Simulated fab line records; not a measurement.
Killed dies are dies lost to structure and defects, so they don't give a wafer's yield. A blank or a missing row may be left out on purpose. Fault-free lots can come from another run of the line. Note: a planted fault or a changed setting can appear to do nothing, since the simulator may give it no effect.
Chamber matching -- flow n5 finfet -- cmp-04 running N5_MOL_CONTACT_COAG_CMP_28: 4 sister chambers
The step polishes, stops on SiNx, t overpolish 0.85 s, target thk 14.522 nm. 8 wafers are shown with their chamber, then 10 later ones without.

## WAFERS WITH THEIR CHAMBER
wafer,chamber,time to endpoint s (s),motor current A (A)
L081.2,3,3.4,11.8
L083.4,1,5.3,14.2
L083.5,0,6.0,12.7
L092.2,2,9.6,13.4
L092.5,1,2.7,13.6
L092.6,0,3.6,11.8
L093.3,3,0.2,12.1
L093.4,2,7.8,13.5

## WAFERS WITH NO CHAMBER GIVEN
wafer,time to endpoint s (s),motor current A (A)
L093.5,9.2,14.3
L094.4,1.2,11.4
L094.5,6.1,13.1
L094.6,2.5,12.4
L095.1,0.1,11.7
L095.5,6.0,13.0
L095.6,0.0,13.6
L097.1,3.3,12.7
L097.4,7.5,13.2
L097.5,8.7,13.0

## WHICH CHAMBER EACH ONE RAN IN
wafer,from the rows above,in truth
L093.5,can't be placed: 2 or 1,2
L094.4,can't be placed: 3 or 0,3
L094.5,can't be placed: 2 or 0 or 1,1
L094.6,can't be placed: 3 or 0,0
L095.1,can't be placed: 3 or 0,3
L095.5,can't be placed: 2 or 0 or 1 or 3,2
L095.6,can't be placed: 1 or 3 or 0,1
L097.1,can't be placed: 0 or 3 or 1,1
L097.4,can't be placed: 2 or 1 or 0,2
L097.5,can't be placed: 2 or 0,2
0 of 10 placed correctly. These rows do not allow placing 10 (true chamber among the candidates in 10). Placed wrongly: 0.
How it was worked out, from the rows above alone: a wafer's distance from a chamber is the root of the sum, over the readings, of the square of ((its reading less the chamber's mean) divided by the reading's scatter). The wafer belongs to the nearest chamber; if the next one is less than 2 further off, it can't be placed. For every chamber, the mean is computed from those of its wafers that are shown. The scatter: take each reading less its chamber's mean, square it, sum over the shown wafers, divide by the number of wafers less the number of chambers, and take the root.
